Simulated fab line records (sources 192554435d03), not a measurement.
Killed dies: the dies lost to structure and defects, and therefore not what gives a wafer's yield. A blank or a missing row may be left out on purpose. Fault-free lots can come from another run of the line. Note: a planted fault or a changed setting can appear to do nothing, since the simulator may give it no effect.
fab line records	flow n5Finfet
record lots=10	wafers=30	lastDay=17
route steps=1938 shown BEOL_M7@1277 PASSIVATION@1936
lots that met no fault: from a run of the same line without faults
startH: start of the lot's first displayed wafer, in hours after the record's first day	waitH: hours elapsed since this lot's preceding step	" repeats the value in the row above	L1.1+2: several wafers, shown together as one row	- no value, or no start given	* or withheld: withheld	< > ~ a bound
route shown NAME@n: names a module that has steps shown in the file, with the first one's number in the route	usual: mean and standard deviation over wafers with no fault	same: alike in all rows	chamber/n: place in a boat	sites: readings site by site	_std_site: standard deviation of those values	_edge_site: outer sites' mean less inner sites'	radiusMm: how far each site lies from the wafer's centre	mask NAME#n: copy n	behind: the tool/chamber that last shaped the wafer	hold: the reason the lot was held/the length of the hold in hours/how it ended	device: transistor that didn't switch, given as n, p or np	end of line: the route-end tests of the same wafers	a step without rows: its recipe alone	killed: count of dies lost to structure and defects at first sort (not the wafer's yield)	map: per-die view of a wafer (x killed, . not killed, _ where there is no die)
set.NAME: the setting the step ran with; set.NAME@STEP: the setting that earlier step ran with	model.NAME: the simulator's own value behind a step, which no gauge read
route steps across a sampled set of lots; one table per step, one row per wafer
services: a tool's chamber out of use, with start hour (startH, from the record's first day; less than 0 if before it), hours out, and reason
## steps
# step N5_BEOL_M7_OVL_MEAS_12
# recipe pointsPerWafer=44
# usual M7_OVL=-0.4/0.81
# same pointsPerWafer=44
lot.wafer	tool	chamber	startH	waitH	M7_OVL[nm]
L394.2	overlay-02	0	207.22	0.0	-0.7
L394.3	"	0	"	"	0.4
L394.6	"	0	"	"	-0.3
L395.3	overlay-01	0	217.94	0.0	-0.2
L395.4	"	0	"	"	0.6
L395.6	"	0	"	"	0.7
L396.2	overlay-02	0	218.14	0.0	-1.0
L396.4	"	0	"	"	-1.4
L396.6	"	0	"	"	-1.7
L398.3	overlay-01	0	226.41	0.0	-0.7
L398.4	"	0	"	"	-0.2
L398.5	"	0	"	"	0.1
L405.4	overlay-01	0	287.49	0.0	-0.9
L405.5	"	0	"	"	1.0
L405.6	"	0	"	"	-0.4
L409.1	overlay-02	0	293.75	0.0	0.8
L409.4	"	0	"	"	-0.7
L409.6	"	0	"	"	0.7
L411.2	overlay-01	0	298.43	0.0	0.8
L411.3	"	0	"	"	1.3
L411.6	"	0	"	"	-0.4
L412.3	overlay-01	0	312.59	0.0	-0.6
L412.5	"	0	"	"	0.1
L412.6	"	0	"	"	-0.7
L414.1	overlay-01	0	326.88	0.0	-0.5
L414.2	"	0	"	"	1.0
L414.4	"	0	"	"	1.0
L413.1	overlay-01	0	327.63	0.0	-0.7
L413.3	"	0	"	"	-0.4
L413.5	"	0	"	"	-0.8
# step N5_BEOL_M7_HM_OPEN_17
# recipe chemistry=Cl2/BCl3	targetDepthA=200	overetchA=60	target=TiN	maskMaterial=SOC	ionEnergyEv=150	pressureMtorr=10	icpW=1000	biasW=126	Cl2_flow_sccm=53.25	bcl3FlowSccm=21.75	Ar_flow_sccm=25
# usual bcl3FlowSccm=21.76/0.07	biasW=126.0/0.37	drypumpMotorCurrentA=5.5/0.5	heBacksideLeakSccm=3.5/0.33	oesProductAu=0.64/0.084	throttleValvePct=22.12/0.21
lot.wafer	tool	chamber	startH	waitH	bcl3FlowSccm	biasW	drypumpMotorCurrentA	heBacksideLeakSccm	oesProductAu	rfHoursCounterH	throttleValvePct
L394.2	rieMetal-01	1	207.93	0.0	21.78	125.8	6.3	3.5	0.57	94	21.87
L394.3	"	1	"	"	21.69	125.9	6.3	3.7	0.58	-	21.86
L394.6	"	0	"	"	21.70	125.3	5.7	3.4	0.66	-	22.15
L395.3	rieMetal-03	0	218.31	0.1	21.79	126.1	4.9	3.2	0.74	-	21.84
L395.4	"	1	"	"	21.80	125.8	4.9	3.3	0.57	-	22.34
L395.6	"	0	"	"	21.81	126.4	4.9	3.3	0.73	-	21.84
L396.2	rieMetal-02	1	218.48	0.0	21.68	126.3	5.6	3.7	0.76	7	22.04
L396.4	"	0	"	"	21.83	126.4	5.3	3.4	0.55	-	22.46
L396.6	"	1	"	"	21.70	126.1	5.6	3.4	0.75	-	22.06
L398.3	rieMetal-03	0	226.77	0.1	21.73	125.8	4.9	3.2	0.74	-	21.84
L398.4	"	1	"	"	21.70	126.2	4.9	3.0	0.57	-	22.36
L398.5	"	0	"	"	21.74	126.0	4.9	3.3	0.74	-	21.85
L405.4	rieMetal-03	1	288.29	0.1	21.76	125.7	4.9	3.3	0.57	-	22.37
L405.5	"	1	"	"	21.80	125.5	4.9	3.6	0.56	-	22.37
L405.6	"	0	"	"	21.67	126.6	4.9	3.2	0.71	-	21.86
L409.1	rieMetal-03	1	294.09	0.0	21.88	125.8	4.9	3.5	0.56	92	22.35
L409.4	"	0	"	"	21.77	126.1	4.9	3.4	0.71	-	21.85
L409.6	"	0	"	"	21.64	126.2	4.9	3.4	0.71	-	21.87
L411.2	rieMetal-02	1	298.77	0.0	21.80	126.6	5.6	3.5	0.72	16	22.06
L411.3	"	1	"	"	21.76	126.5	5.7	3.5	0.72	-	22.06
L411.6	"	1	"	"	21.78	126.4	5.6	3.5	0.71	-	22.06
L412.3	rieMetal-01	1	313.12	0.1	21.74	125.9	6.3	3.8	0.56	-	21.90
L412.5	"	1	"	"	21.62	125.7	6.4	3.8	0.56	-	21.91
L412.6	"	0	"	"	21.88	126.5	5.7	3.4	0.65	-	22.17
L414.1	rieMetal-02	0	327.49	0.0	21.80	126.3	5.3	3.4	0.83	0	22.24
L414.2	"	1	"	"	21.83	126.2	5.6	3.3	0.71	20	22.08
L414.4	"	1	"	"	21.84	126.7	5.7	3.1	0.71	-	22.06
L413.1	rieMetal-01	0	328.04	0.0	21.75	125.7	5.7	3.6	0.64	54	22.16
L413.3	"	0	"	"	21.87	126.2	5.7	3.7	0.65	-	22.17
L413.5	"	0	"	"	21.88	126.5	5.7	3.5	0.64	-	22.16
# step N5_BEOL_M7_CD_MEAS_28
# recipe targetCdNm=40	landingEnergyEv=500	detector=seInlens
# usual cdNm=39.97/0.23
lot.wafer	tool	chamber	startH	waitH	cdNm
L394.2	cdSem-03	0	210.57	-	39.69
L394.3	"	0	"	"	39.64
L394.6	"	0	"	"	39.48
L395.3	cdSem-02	0	218.95	-	39.70
L395.4	"	0	"	"	39.96
L395.6	"	0	"	"	39.94
L396.2	cdSem-02	0	220.22	-	40.45
L396.4	"	0	"	"	39.85
L396.6	"	0	"	"	39.72
L398.3	cdSem-01	0	228.50	-	39.84
L398.4	"	0	"	"	39.85
L398.5	"	0	"	"	39.87
L405.4	cdSem-02	0	290.17	-	40.28
L405.5	"	0	"	"	39.80
L405.6	"	0	"	"	40.17
L409.1	cdSem-03	0	294.82	-	39.95
L409.4	"	0	"	"	39.92
L409.6	"	0	"	"	40.20
L411.2	cdSem-01	0	300.99	-	40.20
L411.3	"	0	"	"	39.91
L411.6	"	0	"	"	39.83
L412.3	cdSem-02	0	315.21	-	40.10
L412.5	"	0	"	"	40.12
L412.6	"	0	"	"	40.30
L414.1	cdSem-03	0	330.27	-	39.97
L414.2	"	0	"	"	39.94
L414.4	"	0	"	"	40.13
L413.1	cdSem-01	0	331.85	-	40.07
L413.3	"	0	"	"	39.67
L413.5	"	0	"	"	40.18
# step N5_BEOL_M7_INSPECT_30
# recipe mode=adi	inspectInstrument=brightfield
# usual rawDefectCount=382/86
lot.wafer	tool	chamber	startH	waitH	rawDefectCount
L394.2	defectInspect-02	-	210.66	0.0	303
L394.3	"	-	"	"	330
L394.6	"	-	"	"	409
L395.3	defectInspect-01	-	219.04	0.0	482
L395.4	"	-	"	"	352
L395.6	"	-	"	"	419
L396.2	defectInspect-02	-	220.30	0.0	334
L396.4	"	-	"	"	440
L396.6	"	-	"	"	364
L398.3	defectInspect-02	-	228.59	0.0	360
L398.4	"	-	"	"	436
L398.5	"	-	"	"	318
L405.4	defectInspect-01	-	290.27	0.0	743
L405.5	"	-	"	"	711
L405.6	"	-	"	"	791
L409.1	defectInspect-01	-	294.91	0.1	901
L409.4	"	-	"	"	1150
L409.6	"	-	"	"	1000
L411.2	defectInspect-01	-	301.08	0.0	432
L411.3	"	-	"	"	495
L411.6	"	-	"	"	405
L412.3	defectInspect-01	-	315.32	0.0	412
L412.5	"	-	"	"	347
L412.6	"	-	"	"	390
L414.1	defectInspect-01	-	330.37	0.1	404
L414.2	"	-	"	"	413
L414.4	"	-	"	"	427
L413.1	defectInspect-01	-	331.94	0.1	396
L413.3	"	-	"	"	441
L413.5	"	-	"	"	471
# step N5_BEOL_M7_ETCH_66
# recipe chemistry=N2/H2	target=SOC	targetDepthA=800	overetchA=160	maskMaterial=SiARC	tempC=40	timeS=120	ionEnergyEv=200	pressureMtorr=30	sourceW=840	biasW=150	n2FlowSccm=200	h2FlowSccm=200
# usual biasW=149.9/0.48	drypumpMotorCurrentA=5.8/0.37	oesProductAu=0.60/0.064	rfVppV=523.6/2.6	showerheadPlenumPTorr=2.54/0.089	tempC=39.99/0.11	throttleValvePct=17.82/0.27
lot.wafer	tool	chamber	startH	waitH	biasW	drypumpMotorCurrentA	oesProductAu	rfHoursCounterH	rfVppV	showerheadPlenumPTorr	tempC	throttleValvePct
L394.2	rieDiel-03	0	210.77	0.0	149.8	5.6	0.54	245	525.0	2.61	40.14	17.74
L394.3	"	2	"	"	150.2	5.3	0.70	21	525.3	2.60	39.95	17.75
L394.6	"	2	"	"	149.3	5.2	0.71	-	524.7	2.60	39.97	17.76
L395.3	rieDiel-06	2	219.15	0.0	150.4	5.5	0.57	165	522.6	2.44	39.87	18.18
L395.4	"	1	"	"	149.5	5.9	0.57	156	521.1	2.44	40.02	18.08
L395.6	"	0	"	"	149.6	5.5	0.53	-	526.4	2.62	39.92	18.43
L396.2	rieDiel-03	2	220.45	0.0	150.8	5.2	0.70	24	525.1	2.60	39.98	17.78
L396.4	"	0	"	"	149.6	5.6	0.53	248	524.7	2.61	40.15	17.74
L396.6	"	3	"	"	149.8	6.6	0.62	-	521.6	2.45	40.10	17.72
L398.3	rieDiel-04	3	228.70	0.0	150.0	5.7	0.64	73	528.0	2.69	40.01	17.69
L398.4	"	2	"	"	150.2	6.0	0.71	17	524.6	2.60	39.90	17.80
L398.5	"	3	"	"	149.9	5.7	0.64	-	527.5	2.69	40.03	17.69
L405.4	rieDiel-03	2	290.81	0.0	149.3	5.2	0.67	48	524.8	2.59	39.99	17.80
L405.5	"	0	"	"	150.4	5.5	0.69	-	526.1	2.60	39.88	17.35
L405.6	"	3	"	"	150.0	6.6	0.59	-	521.5	2.44	40.14	17.78
L409.1	rieDiel-04	2	295.02	0.0	149.8	6.0	0.68	37	524.1	2.59	40.05	17.84
L409.4	"	3	"	"	149.4	5.7	0.61	95	527.1	2.68	39.98	17.72
L409.6	"	3	"	"	149.4	5.7	0.62	-	526.1	2.68	39.99	17.73
L411.2	rieDiel-03	0	301.19	0.0	150.0	5.6	0.70	20	526.1	2.60	40.07	17.37
L411.3	"	1	"	"	149.8	5.9	0.54	236	522.2	2.50	39.99	17.94
L411.6	"	0	"	"	150.2	5.6	0.69	-	524.9	2.60	39.94	17.35
L412.3	rieDiel-06	3	315.63	0.0	149.4	6.4	0.52	243	519.0	2.41	40.20	17.63
L412.5	"	3	"	"	150.5	6.4	0.52	-	520.3	2.41	40.10	17.61
L412.6	"	0	"	"	150.1	5.5	0.52	-	526.1	2.61	40.12	18.49
L414.1	rieDiel-03	1	330.49	0.0	151.0	5.9	0.53	245	521.9	2.50	40.09	17.94
L414.2	"	3	"	"	150.0	6.6	0.58	133	522.7	2.44	39.97	17.79
L414.4	"	2	"	"	150.0	5.2	0.66	60	524.6	2.58	40.13	17.81
L413.1	rieDiel-06	3	332.05	0.0	150.5	6.4	0.52	249	520.5	2.41	40.11	17.64
L413.3	"	2	"	"	149.8	5.4	0.55	201	520.5	2.43	39.97	18.22
L413.5	"	1	"	"	149.5	5.9	0.54	-	519.4	2.42	39.87	18.14
# step N5_PASSIVATION_PROBE_49
# usual defectLimitedYield=91.6/1.4	killed_at_M0_to_M3=33/9.7	killed_at_M4_up=13/5.4	killedAtContacts=13/6.6	killedAtFrontEnd=36/11	killedAtOther=3.9/3	killedDies=99/16	killedOnRim=13/3.8	killedOpen=66/12	killedShort=32/7.9	sort_bin_5_function=4.9/0.9	sort_bin_6_memory=3.2/0.67	sortNPass=1081/16	sortYieldPct=91.6/1.4
# same grossDies=1180	killedAtBackSide=0	sort_bin_4_leakage[%]=0	sort_bin_8_speed[%]=0
lot.wafer	tool	chamber	startH	waitH	defectLimitedYield[%]	killed_at_M0_to_M3	killed_at_M4_up	killedAtContacts	killedAtFrontEnd	killedAtOther	killedDies	killedOnRim	killedOpen	killedShort	sort_bin_5_function[%]	sort_bin_6_memory[%]	sortNPass	sortYieldPct[%]
L396.2	prober-01	-	298.64	0.1	91.6	39	9	10	37	4	99	15	62	34	4.1	3.5	1081	91.6
L396.4	prober-01	-	298.74	0.2	86.3	70	12	15	61	4	162	24	109	50	7.3	5.5	1018	86.3
L396.6	prober-01	-	298.84	0.3	93.2	33	11	18	18	0	80	10	57	22	3.5	3.1	1100	93.2
L409.1	prober-01	-	369.28	0.0	85.3	45	68	16	43	2	174	35	75	45	8.5	5.2	1006	85.3
L409.4	prober-01	-	369.43	0.2	83.8	48	89	14	40	0	191	31	82	48	9.2	4.9	989	83.8
L409.6	prober-01	-	369.53	0.3	82.1	53	84	23	50	1	211	36	88	55	11.6	4.2	969	82.1
L405.4	prober-02	-	370.45	0.2	89.2	28	67	3	21	8	127	32	48	25	6.4	3.1	1053	89.2
L405.5	prober-02	-	370.50	0.2	89.2	28	63	11	22	4	128	25	43	32	6.5	3.2	1052	89.2
L405.6	prober-02	-	370.55	0.3	88.0	24	80	11	23	4	142	26	40	34	6.1	3.8	1038	88.0
L412.3	prober-02	-	388.29	0.1	90.8	27	9	19	51	3	109	14	71	36	5.2	3.6	1071	90.8
L412.5	prober-02	-	388.39	0.2	93.2	18	13	14	31	4	80	7	52	27	3.6	2.9	1100	93.2
L412.6	prober-02	-	388.44	0.3	93.1	19	6	9	45	3	82	10	50	30	4.2	2.5	1098	93.1
L413.1	prober-01	-	406.61	0.0	92.9	27	8	15	33	1	84	13	65	19	3.9	3.1	1096	92.9
L413.3	prober-01	-	406.71	0.1	92.1	37	8	11	28	9	93	17	53	40	4.7	2.8	1087	92.1
L413.5	prober-01	-	406.81	0.2	92.9	27	8	11	35	3	84	13	54	30	4.3	2.5	1096	92.9
# killed by level:class
L396.2 FIN_SAQP:geometricParticle:short=10 FIN_SAQP:geometricParticle:open=8 BEOL_M2:geometricParticle:open=8 MOL_CONTACT_COAG:geometricParticle:open=7 BEOL_M0_SAQP:geometricParticle:open=7 BEOL_M0_SAQP:geometricParticle:short=5 BEOL_M0:geometricParticle:open=5 BEOL_M1:geometricParticle:open=5
L396.4 STI_FIN_REVEAL:geometricParticle:open=20 BEOL_M3:geometricParticle:open=17 MOL_CONTACT_COAG:geometricParticle:open=14 BEOL_M0_SAQP:geometricParticle:open=13 BEOL_M0_SAQP:geometricParticle:short=11 BEOL_M2:geometricParticle:open=9 FIN_SAQP:geometricParticle:short=7 BEOL_M1:geometricParticle:open=7
L396.6 MOL_CONTACT_COAG:geometricParticle:open=14 BEOL_M2:geometricParticle:open=13 BEOL_M0_SAQP:geometricParticle:open=5 SPACER0:geometricParticle:open=4 MOL_CONTACT_COAG:geometricParticle:short=4 BEOL_M0_SAQP:geometricParticle:short=4 STARTING-WAFER:geometricParticle:short=4 BEOL_M0:geometricParticle:open=3
L409.1 BEOL_M7:unspecified=54 FIN_SAQP:geometricParticle:short=17 MOL_CONTACT_COAG:geometricParticle:open=14 BEOL_M2:geometricParticle:open=12 BEOL_M0_SAQP:geometricParticle:open=10 BEOL_M0_SAQP:geometricParticle:short=8 BEOL_M3:geometricParticle:open=7 FIN_SAQP:geometricParticle:open=6
L409.4 BEOL_M7:unspecified=61 FIN_SAQP:geometricParticle:short=16 BEOL_M2:geometricParticle:open=14 BEOL_M4:geometricParticle:open=14 MOL_CONTACT_COAG:geometricParticle:open=12 BEOL_M0_SAQP:geometricParticle:short=11 BEOL_M3:geometricParticle:open=9 BEOL_M5:geometricParticle:open=7
L409.6 BEOL_M7:unspecified=67 MOL_CONTACT_COAG:geometricParticle:open=19 FIN_SAQP:geometricParticle:short=18 BEOL_M0_SAQP:geometricParticle:short=14 BEOL_M2:geometricParticle:open=13 BEOL_M0_SAQP:geometricParticle:open=12 STI_FIN_REVEAL:geometricParticle:open=11 FIN_SAQP:geometricParticle:open=9
L405.4 BEOL_M7:unspecified=51 BEOL_M0_SAQP:geometricParticle:short=10 BEOL_M0_SAQP:geometricParticle:open=9 STARTING-WAFER:geometricParticle:open=6 STI_FIN_REVEAL:geometricParticle:open=5 BEOL_M3:geometricParticle:open=5 BEOL_M5:geometricParticle:open=5 BEOL_M4:geometricParticle:open=4
L405.5 BEOL_M7:unspecified=52 BEOL_M0_SAQP:geometricParticle:short=10 MOL_CONTACT_COAG:geometricParticle:open=9 BEOL_M0_SAQP:geometricParticle:open=5 STARTING-WAFER:geometricParticle:open=5 BEOL_M4:geometricParticle:open=4 STARTING-WAFER:geometricParticle:short=4 ILD0:geometricParticle:open=3
L405.6 BEOL_M7:unspecified=67 BEOL_M3:geometricParticle:open=10 FIN_SAQP:geometricParticle:short=7 MOL_CONTACT_COAG:geometricParticle:open=6 MOL_CONTACT_COAG:geometricParticle:short=5 BEOL_M0_SAQP:geometricParticle:short=5 BEOL_M5:geometricParticle:open=4 BEOL_M8:geometricParticle:open=3
L412.3 MOL_CONTACT_COAG:geometricParticle:open=17 FIN_SAQP:geometricParticle:open=15 FIN_SAQP:geometricParticle:short=14 BEOL_M1:geometricParticle:open=11 BEOL_M0_SAQP:geometricParticle:open=5 BEOL_M2:geometricParticle:open=5 GATE_CUT:geometricParticle:short=4 STARTING-WAFER:geometricParticle:short=4
L412.5 MOL_CONTACT_COAG:geometricParticle:open=10 FIN_SAQP:geometricParticle:short=8 BEOL_M3:geometricParticle:open=8 BEOL_M4:geometricParticle:open=7 GATE_CUT:geometricParticle:short=4 MOL_CONTACT_COAG:geometricParticle:short=4 DUMMY_GATE:geometricParticle:open=3 ILD0:geometricParticle:open=3
L412.6 FIN_SAQP:geometricParticle:open=15 FIN_SAQP:geometricParticle:short=11 MOL_CONTACT_COAG:geometricParticle:open=6 BEOL_M3:geometricParticle:open=5 GATE_CUT:geometricParticle:short=3 GATE_CUT:geometricParticle:open=3 MOL_CONTACT_COAG:geometricParticle:short=3 BEOL_M0_SAQP:geometricParticle:open=3
L413.1 MOL_CONTACT_COAG:geometricParticle:open=12 STI_FIN_REVEAL:geometricParticle:open=10 BEOL_M3:geometricParticle:open=8 FIN_SAQP:geometricParticle:open=7 BEOL_M0_SAQP:geometricParticle:open=7 BEOL_M0_SAQP:geometricParticle:short=5 FIN_SAQP:geometricParticle:short=3 DUMMY_GATE:geometricParticle:open=3
L413.3 BEOL_M0_SAQP:geometricParticle:open=11 BEOL_M0_SAQP:geometricParticle:short=9 MOL_CONTACT_COAG:geometricParticle:open=9 BEOL_M0:geometricParticle:open=5 STI_FIN_REVEAL:geometricParticle:open=4 STI_FIN_REVEAL:geometricParticle:short=4 BEOL_M3:geometricParticle:short=4 FIN_SAQP:geometricParticle:short=3
L413.5 BEOL_M0_SAQP:geometricParticle:open=9 MOL_CONTACT_COAG:geometricParticle:open=8 FIN_SAQP:geometricParticle:open=7 BEOL_M0_SAQP:geometricParticle:short=7 GATE_CUT:geometricParticle:short=6 STI_FIN_REVEAL:geometricParticle:open=5 BEOL_M2:geometricParticle:open=5 DUMMY_GATE:geometricParticle:open=4
## services
tool	chamber	startH	hours	kind
rieMetal-02	0	190.68	15.2	repair
rieDiel-04	3	195.40	5.2	repair
rieDiel-04	-	207.32	0.2	repair
rieDiel-03	0	226.00	-	clean
rieDiel-03	0	226.00	-	consumableReplace:focusRing
rieDiel-03	0	226.00	14.0	scheduledDown
rieDiel-03	0	226.00	14.0	ventCycle
rieDiel-03	3	274.63	5.6	repair
rieMetal-01	-	284.58	1.4	pm
rieMetal-02	0	304.19	-	clean
rieMetal-02	0	304.19	18.9	scheduledDown
rieMetal-02	0	304.19	18.9	ventCycle
rieDiel-06	0	315.95	-	clean
rieDiel-06	0	315.95	-	consumableReplace:focusRing
rieDiel-06	0	315.95	21.4	scheduledDown
rieDiel-06	0	315.95	21.4	ventCycle
## key
firstSign step=N5_BEOL_M7_INSPECT_30	reading=rawDefectCount	direction=up	sigmas=5.8	usual=382	struck=883
effect step=N5_PASSIVATION_PROBE_49	reading=killed_at_M4_up	direction=up	sigmas=11	usual=13	struck=75
moreKillsBornAt N5_BEOL_M7_HM_OPEN_17@rieMetal-03=352
metAt N5_BEOL_M7_HM_OPEN_17
struckLots L405,L409
notActingAt N5_BEOL_M7_OVL_MEAS_12,N5_BEOL_M7_CD_MEAS_28,N5_BEOL_M7_ETCH_66
onsetBetween 226.77 288.29
fault kind=chamberParticleSource	tool=rieMetal-03	chamber=-	onsetH=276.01	steps=N5_BEOL_M7_HM_OPEN_17	ratePerVisitCm2=0.59579	endH=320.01
